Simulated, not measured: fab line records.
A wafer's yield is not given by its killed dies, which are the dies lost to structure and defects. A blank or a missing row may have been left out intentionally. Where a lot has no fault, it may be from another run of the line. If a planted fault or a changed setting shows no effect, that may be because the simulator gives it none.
fab line records	flow n5-finfet
record: lots: 24	wafers: 72	last-day: 17
route steps=1938 shown SDB@374 HKMG_FIN@413 GATE_CUT@505 MOL_CONTACT_COAG@546
lots with no fault: from the same line, run without faults
start-h: start of the lot's first displayed wafer, in hours after the record's first day	wait-h: hours elapsed since this lot's preceding step	" as in the row above	L1.1+2: several wafers, shown together as one row	- no value present, or no start provided	* or withheld: withheld	< > ~ a bound
route shown NAME@n: a module of which the file shows steps, and the number in the route of the first	usual: mean and standard deviation over wafers with no fault	same: alike in all rows	chamber/n: place in a boat	sites: readings site by site	_std_site: their standard deviation	_edge_site: inner sites' mean taken away from outer sites' mean	radius-mm: for every site, how far away it sits from the centre of the wafer	mask NAME#n: copy n	behind: tool/chamber where the wafer was last shaped	hold: the reason the lot was held/the length of the hold in hours/how it ended	device: transistor that didn't switch, given as n, p or np	end of line: the same wafers' tests at the end of the route	a step with no rows: only its recipe	killed: dies that structure and defects cost at the first sort, which is not the same as the wafer's yield	map: a wafer's dies, marking killed ones x, the rest . and places with no die _
set.NAME: setting as actually run; set.NAME@STEP: the setting as run at that earlier step	model.NAME: the simulator's own value behind a step, which no gauge read
one table for each step of the route and one row for each wafer, over a sample of lots
services: from which hour (start-h, from the record's first day; less than 0 if before it) a tool's chamber was out of use, for how many hours, and why
== steps ==
step: N5_SDB_CMP_30
recipe: stop-on: poly-Si	t-overpolish-s: 1.54	post-cmp-clean: alkaline-brush	down-force-psi: 4.1491	platen-rpm: 51.796	pad-velocity-m-s: 1.0306	target-thk-nm: 30
usual: motor-current-A: 12.6/1.2	overpolish-run-s: 1.539/0.0093	platen-rpm: 51.79/0.036	time-to-endpoint-s: 17.9/2.4
lot.wafer	tool	chamber	start-h	wait-h	motor-current-A	overpolish-run-s	platen-rpm	time-to-endpoint-s
L074.4	cmp-04	0	69.92	1.4	11.4	1.559	51.84	18.1
L074.1	"	3	"	"	11.3	1.559	51.85	19.9
L074.6	"	0	"	"	11.2	1.539	51.78	18.0
L075.2	cmp-03	1	81.26	1.5	12.0	1.539	51.78	16.1
L075.1	"	2	"	"	14.1	1.535	51.80	16.1
L075.4	"	3	"	"	12.3	1.535	51.77	16.9
L076.1	cmp-03	2	84.24	1.4	14.2	1.522	51.75	18.3
L076.3	"	3	"	"	12.9	1.533	51.73	17.5
L076.5	"	1	"	"	12.3	1.523	51.80	18.3
L077.3	cmp-01	0	85.58	1.4	11.9	1.542	51.77	18.7
L077.4	"	1	"	"	13.1	1.526	51.86	19.0
L077.2	"	2	"	"	11.1	1.532	51.85	22.1
L078.1	cmp-04	0	94.69	1.4	11.3	1.545	51.81	16.0
L078.3	"	1	"	"	11.5	1.546	51.79	17.9
L078.5	"	0	"	"	11.3	1.544	51.84	17.9
L079.2	cmp-04	0	101.11	1.4	10.9	1.516	51.76	18.4
L079.1	"	2	"	"	13.0	1.547	51.78	14.6
L079.4	"	3	"	"	11.1	1.553	51.80	17.6
L080.4	cmp-03	2	107.77	1.4	14.1	1.539	51.80	18.2
L080.2	"	3	"	"	13.1	1.539	51.77	17.8
L080.5	"	2	"	"	14.0	1.541	51.80	19.9
L081.1	cmp-04	2	113.59	1.5	12.7	1.535	51.82	14.4
L081.5	"	0	"	"	10.9	1.535	51.82	16.0
L081.6	"	1	"	"	11.8	1.544	51.80	18.3
L082.1	cmp-01	1	118.54	1.4	12.8	1.545	51.89	20.1
L082.4	"	3	"	"	14.6	1.544	51.83	15.3
L082.6	"	0	"	"	12.0	1.524	51.84	22.0
L083.2	cmp-03	3	126.02	1.4	12.9	1.535	51.75	18.9
L083.4	"	2	"	"	13.6	1.560	51.83	18.9
L083.6	"	3	"	"	13.0	1.524	51.78	19.5
L084.2	cmp-03	3	136.32	1.4	11.8	1.547	51.80	17.5
L084.1	"	0	"	"	14.2	1.539	51.80	19.4
L084.3	"	2	"	"	14.2	1.535	51.79	21.0
L085.3	cmp-04	1	136.88	1.5	12.0	1.543	51.75	15.4
L085.2	"	2	"	"	13.3	1.552	51.79	13.3
L085.6	"	3	"	"	11.5	1.546	51.77	16.2
L086.3	cmp-01	2	141.42	1.5	11.0	1.546	51.81	22.6
L086.4	"	3	"	"	15.2	1.539	51.86	13.8
L086.6	"	1	"	"	13.0	1.541	51.82	18.9
L087.1	cmp-04	3	148.89	1.4	12.1	1.546	51.78	16.2
L087.2	"	1	"	"	12.3	1.536	51.76	15.4
L087.5	"	3	"	"	10.5	1.529	51.74	16.8
L088.3	cmp-01	0	153.60	1.4	11.7	1.531	51.75	19.7
L088.4	"	2	"	"	11.0	1.540	51.75	21.7
L088.6	"	0	"	"	12.3	1.523	51.78	21.1
L089.3	cmp-03	1	160.80	1.4	12.5	1.520	51.79	17.0
L089.4	"	2	"	"	14.0	1.531	51.79	19.3
L089.1	"	3	"	"	12.7	1.541	51.78	19.4
L090.2	cmp-03	3	164.89	1.4	12.6	1.528	51.84	20.1
L090.6	"	2	"	"	14.5	1.539	51.83	18.4
L090.5	"	3	"	"	12.5	1.543	51.82	17.1
L091.4	cmp-03	1	174.81	1.4	12.6	1.534	51.78	20.9
L091.1	"	2	"	"	14.5	1.540	51.78	23.0
L091.5	"	0	"	"	14.1	1.547	51.76	22.6
L092.1	cmp-04	3	176.42	1.4	11.4	1.535	51.78	16.6
L092.2	"	1	"	"	11.5	1.535	51.80	16.8
L092.5	"	3	"	"	11.6	1.542	51.86	18.1
L093.1	cmp-04	1	185.85	1.4	12.3	1.540	51.76	18.4
L093.4	"	2	"	"	13.5	1.531	51.80	11.7
L093.3	"	0	"	"	11.6	1.520	51.73	16.3
L094.2	cmp-03	2	194.27	1.5	13.8	1.523	51.77	18.1
L094.3	"	3	"	"	12.4	1.539	51.79	16.8
L094.6	"	0	"	"	14.0	1.540	51.76	19.8
L095.2	cmp-01	3	194.76	1.4	15.5	1.537	51.78	17.9
L095.1	"	0	"	"	12.4	1.540	51.76	17.1
L095.3	"	1	"	"	12.5	1.524	51.82	18.5
L096.1	cmp-03	2	201.19	1.4	13.9	1.531	51.77	15.8
L096.4	"	0	"	"	13.9	1.534	51.83	18.7
L096.5	"	3	"	"	12.3	1.554	51.82	16.3
L097.2	cmp-04	1	206.77	1.4	11.8	1.542	51.74	17.0
L097.4	"	2	"	"	12.5	1.544	51.81	12.7
L097.5	"	1	"	"	11.2	1.538	51.81	20.9
step: N5_HKMG_FIN_CVD_62
recipe: material: a-Si	target-thk-a: 30	temp-c: 500	precursor: Si2H6	pressure-torr: 1	time-s: 20.8
usual: heater-power-outer-w: 876/75	heater-power-w: 1354/110
lot.wafer	tool	chamber	start-h	wait-h	heater-power-outer-w	heater-power-w	since-wet-clean-h
L074.1	thermal-cvd-si-02	1	73.61	0.2	804	1228	128
L074.4	"	2	"	"	902	1452	-
L074.6	"	1	"	"	828	1246	-
L075.1	thermal-cvd-si-01	2	85.31	0.2	958	1268	869
L075.2	"	0	"	"	839	1440	869
L075.4	"	2	"	"	973	1339	-
L076.1	thermal-cvd-si-02	0	88.20	0.2	745	1181	143
L076.3	"	2	"	"	907	1446	-
L076.5	"	0	"	"	755	1151	-
L077.2	thermal-cvd-si-01	2	89.48	0.2	951	1326	873
L077.3	"	0	"	"	856	1429	873
L077.4	"	1	"	"	941	1482	-
L078.1	thermal-cvd-si-02	2	98.40	0.2	906	1424	153
L078.3	"	0	"	"	758	1179	153
L078.5	"	0	"	"	742	1187	-
L079.1	thermal-cvd-si-01	0	104.98	0.2	865	1457	888
L079.2	"	1	"	"	927	1491	888
L079.4	"	1	"	"	917	1468	-
L080.2	thermal-cvd-si-02	1	111.48	0.2	832	1240	166
L080.4	"	2	"	"	905	1461	-
L080.5	"	1	"	"	802	1260	-
L081.1	thermal-cvd-si-01	2	117.61	0.2	972	1316	901
L081.5	"	0	"	"	871	1440	-
L081.6	"	2	"	"	966	1337	-
L082.1	thermal-cvd-si-02	1	122.21	0.2	804	1242	177
L082.4	"	0	"	"	760	1219	-
L082.6	"	1	"	"	814	1270	-
L083.2	thermal-cvd-si-01	2	129.79	0.2	974	1304	913
L083.4	"	1	"	"	947	1465	-
L083.6	"	2	"	"	953	1308	-
L084.1	thermal-cvd-si-02	1	140.12	0.2	801	1241	195
L084.2	"	0	"	"	759	1168	195
L084.3	"	2	"	"	933	1441	195
L085.2	thermal-cvd-si-01	1	140.67	0.2	940	1484	924
L085.3	"	2	"	"	979	1300	924
L085.6	"	1	"	"	931	1522	-
L086.3	thermal-cvd-si-02	1	144.97	0.2	822	1256	199
L086.4	"	0	"	"	775	1182	-
L086.6	"	1	"	"	801	1213	-
L087.1	thermal-cvd-si-01	1	152.74	0.2	940	1494	936
L087.2	"	0	"	"	843	1457	936
L087.5	"	2	"	"	978	1321	-
L088.3	thermal-cvd-si-02	0	157.59	0.2	757	1182	212
L088.4	"	0	"	"	755	1209	-
L088.6	"	2	"	"	925	1441	-
L089.1	thermal-cvd-si-01	1	164.47	0.2	923	1515	948
L089.3	"	2	"	"	950	1317	948
L089.4	"	2	"	"	978	1318	-
L090.2	thermal-cvd-si-02	0	168.54	0.2	761	1164	223
L090.5	"	0	"	"	749	1161	-
L090.6	"	1	"	"	824	1261	-
L091.1	thermal-cvd-si-01	0	178.48	0.2	861	1445	962
L091.4	"	2	"	"	975	1348	-
L091.5	"	1	"	"	936	1499	-
L092.1	thermal-cvd-si-02	2	180.42	0.2	925	1451	235
L092.2	"	1	"	"	809	1215	235
L092.5	"	2	"	"	909	1470	-
L093.1	thermal-cvd-si-01	0	189.66	0.2	852	1423	973
L093.3	"	2	"	"	985	1343	973
L093.4	"	2	"	"	966	1344	-
L094.2	thermal-cvd-si-02	1	197.87	0.2	822	1264	252
L094.3	"	2	"	"	926	1448	252
L094.6	"	0	"	"	759	1203	-
L095.1	thermal-cvd-si-01	1	198.53	0.2	940	1526	982
L095.2	"	0	"	"	859	1396	982
L095.3	"	2	"	"	970	1313	982
L096.1	thermal-cvd-si-02	0	205.00	0.2	774	1173	260
L096.4	"	2	"	"	925	1391	-
L096.5	"	1	"	"	811	1294	-
L097.2	thermal-cvd-si-01	1	210.41	0.2	937	1475	994
L097.4	"	0	"	"	862	1428	-
L097.5	"	2	"	"	974	1337	-
step: N5_GATE_CUT_VAPOR_ETCH_49
recipe: chemistry: BCl3/Cl2	target: TiAlC	mode: isotropic
usual: drypump-motor-current-A: 5.5/0.54	oes-product-au: 0.78/0.11
lot.wafer	tool	chamber	start-h	wait-h	drypump-motor-current-A	oes-product-au
L074.1	rie-metal-01	0	85.56	0.0	5.9	0.84
L074.4	"	0	"	"	5.9	0.84
L074.6	"	0	"	"	5.9	0.84
L075.1	rie-metal-02	1	96.45	0.0	5.6	0.64
L075.2	"	0	"	"	5.4	0.66
L075.4	"	1	"	"	5.6	0.64
L076.1	rie-metal-01	1	99.63	0.0	5.1	0.93
L076.3	"	1	"	"	5.1	0.94
L076.5	"	1	"	"	5.1	0.93
L077.2	rie-metal-02	1	102.20	0.0	5.6	0.63
L077.3	"	1	"	"	5.6	0.63
L077.4	"	0	"	"	5.3	0.66
L078.1	rie-metal-03	0	109.15	0.0	6.3	0.90
L078.3	"	0	"	"	6.3	0.90
L078.5	"	1	"	"	4.8	0.91
L079.1	rie-metal-02	1	115.63	0.0	5.6	0.63
L079.2	"	0	"	"	5.3	0.65
L079.4	"	1	"	"	5.6	0.63
L080.2	rie-metal-03	1	122.25	0.0	4.8	0.90
L080.4	"	0	"	"	6.4	0.89
L080.5	"	0	"	"	6.4	0.89
L081.1	rie-metal-03	0	128.45	0.0	6.4	0.89
L081.5	"	0	"	"	6.4	0.88
L081.6	"	1	"	"	4.8	0.91
L082.1	rie-metal-02	1	132.75	0.0	5.6	0.63
L082.4	"	1	"	"	5.6	0.63
L082.6	"	0	"	"	5.4	0.66
L083.2	rie-metal-02	1	140.40	0.0	5.6	0.63
L083.4	"	1	"	"	5.6	0.63
L083.6	"	0	"	"	5.4	0.65
L084.1	rie-metal-02	0	150.61	0.0	5.3	0.65
L084.2	"	1	"	"	5.6	0.63
L084.3	"	1	"	"	5.6	0.63
L085.2	rie-metal-03	0	151.30	0.0	6.4	0.88
L085.3	"	0	"	"	6.4	0.88
L085.6	"	1	"	"	4.8	0.89
L086.3	rie-metal-03	1	156.04	0.0	4.8	0.89
L086.4	"	0	"	"	6.4	0.86
L086.6	"	1	"	"	4.8	0.89
L087.1	rie-metal-02	0	163.14	0.0	5.4	0.65
L087.2	"	1	"	"	5.6	0.63
L087.5	"	1	"	"	5.6	0.63
L088.3	rie-metal-01	0	168.06	0.0	5.9	0.79
L088.4	"	1	"	"	5.1	0.88
L088.6	"	0	"	"	5.9	0.80
L089.1	rie-metal-01	1	175.11	0.0	5.1	0.87
L089.3	"	1	"	"	5.1	0.88
L089.4	"	0	"	"	5.9	0.81
L090.2	rie-metal-03	0	179.01	0.0	6.4	0.85
L090.5	"	0	"	"	6.4	0.85
L090.6	"	1	"	"	4.8	0.88
L091.1	rie-metal-01	0	189.82	0.0	5.9	0.80
L091.4	"	1	"	"	5.1	0.87
L091.5	"	1	"	"	5.1	0.87
L092.1	rie-metal-02	1	191.32	0.0	5.6	0.62
L092.2	"	0	"	"	5.4	0.65
L092.5	"	1	"	"	5.6	0.62
L093.1	rie-metal-02	1	200.13	0.0	5.6	0.62
L093.3	"	1	"	"	5.6	0.63
L093.4	"	0	"	"	5.4	0.64
L094.2	rie-metal-03	1	208.75	0.0	4.8	0.86
L094.3	"	1	"	"	4.8	0.87
L094.6	"	1	"	"	4.8	0.87
L095.1	rie-metal-03	0	210.40	0.0	6.4	0.85
L095.2	"	1	"	"	4.8	0.87
L095.3	"	1	"	"	4.8	0.86
L096.1	rie-metal-03	1	215.98	0.0	4.8	0.87
L096.4	"	1	"	"	4.8	0.88
L096.5	"	0	"	"	6.4	0.85
L097.2	rie-metal-03	1	221.45	0.0	4.8	0.87
L097.4	"	0	"	"	6.4	0.85
L097.5	"	0	"	"	6.4	0.86
step: N5_MOL_CONTACT_COAG_PRE_CLEAN_141
recipe: gas: H2/He	time-s: 60	temp-c: 300
usual: heater-power-w: 444/52
lot.wafer	tool	chamber	start-h	wait-h	heater-power-w
L074.1	pvd-sputter-01	-	91.58	0.4	484
L074.4	"	-	"	"	439
L074.6	"	-	"	"	497
L075.1	pvd-sputter-01	-	103.66	1.2	370
L075.2	"	-	"	"	486
L075.4	"	-	"	"	384
L076.1	pvd-sputter-03	-	105.21	0.7	481
L076.3	"	-	"	"	441
L076.5	"	-	"	"	433
L077.2	pvd-sputter-03	-	107.64	0.2	434
L077.3	"	-	"	"	447
L077.4	"	-	"	"	439
L078.1	pvd-sputter-02	-	114.70	0.7	436
L078.3	"	-	"	"	392
L078.5	"	-	"	"	380
L079.1	pvd-sputter-02	-	121.56	0.9	401
L079.2	"	-	"	"	394
L079.4	"	-	"	"	547
L080.2	pvd-sputter-01	-	128.59	1.0	474
L080.4	"	-	"	"	380
L080.5	"	-	"	"	373
L081.1	pvd-sputter-02	-	133.52	0.3	538
L081.5	"	-	"	"	414
L081.6	"	-	"	"	545
L082.1	pvd-sputter-03	-	138.22	0.3	476
L082.4	"	-	"	"	458
L082.6	"	-	"	"	445
L083.2	pvd-sputter-01	-	146.84	0.2	399
L083.4	"	-	"	"	490
L083.6	"	-	"	"	361
L084.1	pvd-sputter-03	-	157.74	1.4	486
L084.2	"	-	"	"	458
L084.3	"	-	"	"	418
L085.2	pvd-sputter-01	-	159.03	1.1	389
L085.3	"	-	"	"	489
L085.6	"	-	"	"	384
L086.3	pvd-sputter-03	-	165.18	1.4	474
L086.4	"	-	"	"	475
L086.6	"	-	"	"	452
L087.1	pvd-sputter-02	-	169.08	0.5	543
L087.2	"	-	"	"	390
L087.5	"	-	"	"	530
L088.3	pvd-sputter-02	-	173.76	0.5	451
L088.4	"	-	"	"	405
L088.6	"	-	"	"	439
L089.1	pvd-sputter-02	-	181.77	0.6	402
L089.3	"	-	"	"	439
L089.4	"	-	"	"	545
L090.2	pvd-sputter-02	-	184.72	0.5	423
L090.5	"	-	"	"	566
L090.6	"	-	"	"	401
L091.1	pvd-sputter-02	-	197.53	2.5	549
L091.4	"	-	"	"	402
L091.5	"	-	"	"	406
L092.1	pvd-sputter-03	-	198.45	0.2	456
L092.2	"	-	"	"	429
L092.5	"	-	"	"	448
L093.1	pvd-sputter-01	-	205.29	0.5	474
L093.3	"	-	"	"	433
L093.4	"	-	"	"	378
L095.1	pvd-sputter-02	-	218.42	0.7	404
L095.2	"	-	"	"	435
L095.3	"	-	"	"	551
L094.2	pvd-sputter-02	-	218.66	0.7	436
L094.3	"	-	"	"	381
L094.6	"	-	"	"	414
L096.1	pvd-sputter-02	-	222.04	0.9	442
L096.4	"	-	"	"	390
L096.5	"	-	"	"	554
L097.2	pvd-sputter-02	-	227.65	0.8	398
L097.4	"	-	"	"	415
L097.5	"	-	"	"	446
step: N5_MOL_CONTACT_COAG_SPUTTER_143
recipe: material: Co	target-thk-a: 25	temp-c: 25	chamber-pressure-pa: 0.2
usual: throttle-valve-pct: 30.1/0.74
lot.wafer	tool	chamber	start-h	wait-h	throttle-valve-pct
L074.1	pvd-sputter-01	-	91.64	0.0	30.4
L074.4	"	-	"	"	29.8
L074.6	"	-	"	"	30.4
L075.1	pvd-sputter-01	-	103.72	0.0	29.8
L075.2	"	-	"	"	30.6
L075.4	"	-	"	"	30.2
L076.1	pvd-sputter-03	-	105.27	0.0	29.2
L076.3	"	-	"	"	29.7
L076.5	"	-	"	"	30.5
L077.2	pvd-sputter-03	-	107.70	0.0	31.2
L077.3	"	-	"	"	29.8
L077.4	"	-	"	"	30.5
L078.1	pvd-sputter-02	-	114.76	0.0	30.4
L078.3	"	-	"	"	29.1
L078.5	"	-	"	"	28.9
L079.1	pvd-sputter-02	-	121.62	0.0	31.2
L079.2	"	-	"	"	28.9
L079.4	"	-	"	"	29.6
L080.2	pvd-sputter-01	-	128.65	0.0	30.5
L080.4	"	-	"	"	29.8
L080.5	"	-	"	"	30.0
L081.1	pvd-sputter-02	-	133.58	0.0	29.3
L081.5	"	-	"	"	31.4
L081.6	"	-	"	"	29.1
L082.1	pvd-sputter-03	-	138.28	0.0	29.1
L082.4	"	-	"	"	29.9
L082.6	"	-	"	"	29.6
L083.2	pvd-sputter-01	-	146.90	0.0	30.1
L083.4	"	-	"	"	30.5
L083.6	"	-	"	"	30.0
L084.1	pvd-sputter-03	-	157.80	0.0	29.1
L084.2	"	-	"	"	29.8
L084.3	"	-	"	"	30.0
L085.2	pvd-sputter-01	-	159.09	0.0	30.3
L085.3	"	-	"	"	30.3
L085.6	"	-	"	"	30.2
L086.3	pvd-sputter-03	-	165.24	0.0	29.4
L086.4	"	-	"	"	29.2
L086.6	"	-	"	"	29.9
L087.1	pvd-sputter-02	-	169.14	0.0	29.3
L087.2	"	-	"	"	29.1
L087.5	"	-	"	"	29.7
L088.3	pvd-sputter-02	-	173.82	0.0	30.6
L088.4	"	-	"	"	31.2
L088.6	"	-	"	"	30.5
L089.1	pvd-sputter-02	-	181.83	0.0	31.2
L089.3	"	-	"	"	30.7
L089.4	"	-	"	"	29.2
L090.2	pvd-sputter-02	-	184.78	0.0	30.9
L090.5	"	-	"	"	29.2
L090.6	"	-	"	"	31.2
L091.1	pvd-sputter-02	-	197.59	0.0	29.2
L091.4	"	-	"	"	31.2
L091.5	"	-	"	"	31.4
L092.1	pvd-sputter-03	-	198.51	0.0	31.1
L092.2	"	-	"	"	30.5
L092.5	"	-	"	"	31.0
L093.1	pvd-sputter-01	-	205.35	0.0	30.6
L093.3	"	-	"	"	29.6
L093.4	"	-	"	"	30.0
L095.1	pvd-sputter-02	-	218.48	0.0	31.2
L095.2	"	-	"	"	30.5
L095.3	"	-	"	"	29.6
L094.2	pvd-sputter-02	-	218.72	0.0	30.7
L094.3	"	-	"	"	29.0
L094.6	"	-	"	"	31.2
L096.1	pvd-sputter-02	-	222.10	0.0	30.8
L096.4	"	-	"	"	29.3
L096.5	"	-	"	"	29.2
L097.2	pvd-sputter-02	-	227.71	0.0	29.2
L097.4	"	-	"	"	31.2
L097.5	"	-	"	"	30.9
step: N5_MOL_CONTACT_COAG_ANNEAL_113
recipe: temp-c: 400	time-s: 300	ambient: H2/N2
usual: lamp-power-pct: 2.54/0.18	wafer_temp_C_max: 402.0/0.42
lot.wafer	tool	chamber	start-h	wait-h	lamp-power-pct	wafer_temp_C_max
L074.1	rtp-anneal-01	0	92.38	0.3	2.38	401.4
L074.4	"	0	"	"	2.38	402.3
L074.6	"	0	"	"	2.38	401.8
L075.1	rtp-anneal-02	0	104.46	0.3	2.73	402.2
L075.2	"	0	"	"	2.74	401.9
L075.4	"	0	"	"	2.74	402.1
L076.1	rtp-anneal-01	0	106.01	0.3	2.38	401.5
L076.3	"	0	"	"	2.38	402.2
L076.5	"	0	"	"	2.38	401.9
L077.2	rtp-anneal-01	0	109.13	0.8	2.38	401.6
L077.3	"	0	"	"	2.38	401.4
L077.4	"	0	"	"	2.38	401.8
L078.1	rtp-anneal-01	0	115.79	0.6	2.38	402.4
L078.3	"	0	"	"	2.38	402.7
L078.5	"	0	"	"	2.38	402.9
L079.1	rtp-anneal-01	0	122.36	0.3	2.38	402.1
L079.2	"	0	"	"	2.38	401.3
L079.4	"	0	"	"	2.38	402.2
L080.2	rtp-anneal-01	0	129.53	0.5	2.38	402.4
L080.4	"	0	"	"	2.38	402.4
L080.5	"	0	"	"	2.38	401.4
L081.1	rtp-anneal-02	0	134.61	0.6	2.74	401.9
L081.5	"	0	"	"	2.74	402.0
L081.6	"	0	"	"	2.74	402.3
L082.1	rtp-anneal-01	0	139.08	0.4	2.38	401.3
L082.4	"	0	"	"	2.38	402.0
L082.6	"	0	"	"	2.38	401.6
L083.2	rtp-anneal-02	0	147.78	0.5	2.74	401.5
L083.4	"	0	"	"	2.74	401.9
L083.6	"	0	"	"	2.74	402.7
L084.1	rtp-anneal-01	0	158.53	0.3	2.38	402.3
L084.2	"	0	"	"	2.38	402.2
L084.3	"	0	"	"	2.38	402.2
L085.2	rtp-anneal-02	0	160.02	0.5	2.74	401.7
L085.3	"	0	"	"	2.74	401.9
L085.6	"	0	"	"	2.74	401.2
L086.3	rtp-anneal-02	0	166.39	0.7	2.74	401.8
L086.4	"	0	"	"	2.74	401.8
L086.6	"	0	"	"	2.74	401.7
L087.1	rtp-anneal-02	0	169.88	0.3	2.74	402.0
L087.2	"	0	"	"	2.74	402.2
L087.5	"	0	"	"	2.74	401.8
L088.3	rtp-anneal-01	0	174.86	0.6	2.38	402.0
L088.4	"	0	"	"	2.38	401.5
L088.6	"	0	"	"	2.38	402.3
L089.1	rtp-anneal-02	0	182.72	0.5	2.74	402.9
L089.3	"	0	"	"	2.74	401.9
L089.4	"	0	"	"	2.74	401.5
L090.2	rtp-anneal-01	0	185.67	0.5	2.38	402.5
L090.5	"	0	"	"	2.38	402.4
L090.6	"	0	"	"	2.38	401.5
L091.1	rtp-anneal-01	0	198.33	0.3	2.38	402.6
L091.4	"	0	"	"	2.38	402.2
L091.5	"	0	"	"	2.38	401.8
L092.1	rtp-anneal-01	0	199.24	0.3	2.38	402.3
L092.2	"	0	"	"	2.38	402.5
L092.5	"	0	"	"	2.38	401.7
L093.1	rtp-anneal-02	0	206.08	0.3	2.74	401.8
L093.3	"	0	"	"	2.74	401.5
L093.4	"	0	"	"	2.74	401.8
L095.1	rtp-anneal-02	0	219.32	0.4	2.74	402.3
L095.2	"	0	"	"	2.74	402.4
L095.3	"	0	"	"	2.74	402.1
L094.2	rtp-anneal-01	0	219.81	0.7	2.38	401.9
L094.3	"	0	"	"	2.37	402.0
L094.6	"	0	"	"	2.38	402.4
L096.1	rtp-anneal-02	0	222.87	0.4	2.74	402.3
L096.4	"	0	"	"	2.73	402.6
L096.5	"	0	"	"	2.73	402.5
L097.2	rtp-anneal-02	0	228.61	0.5	2.73	401.8
L097.4	"	0	"	"	2.74	402.8
L097.5	"	0	"	"	2.74	401.6
== services ==
tool	chamber	start-h	hours	kind
cmp-03	-	53.04	2.5	repair
cmp-04	-	57.14	1.3	repair
cmp-04	-	58.80	6.5	pm
rie-metal-02	-	62.89	14.6	pm
cmp-03	-	69.28	5.2	pm
rie-metal-03	-	74.93	1.3	repair
cmp-04	-	79.04	5.5	pm
rtp-anneal-01	-	81.37	3.6	pm
thermal-cvd-si-02	1	83.66	4.8	repair
rie-metal-03	-	96.91	2.8	pm
cmp-04	-	111.90	1.4	repair
thermal-cvd-si-01	-	119.81	0.6	repair
rie-metal-03	-	123.91	0.3	repair
cmp-03	-	127.15	1.9	repair
pvd-sputter-02	-	153.89	1.6	repair
thermal-cvd-si-02	0	158.02	7.6	repair
rie-metal-02	-	166.55	2.8	pm
thermal-cvd-si-02	1	177.02	3.1	repair
thermal-cvd-si-02	-	181.29	0.8	pm
cmp-04	-	192.99	4.0	pm
rie-metal-03	0	196.89	10.6	repair
cmp-03	-	203.68	0.3	repair
cmp-04	-	221.33	1.1	repair
rie-metal-02	0	221.71	10.9	repair
== key ==
fault none
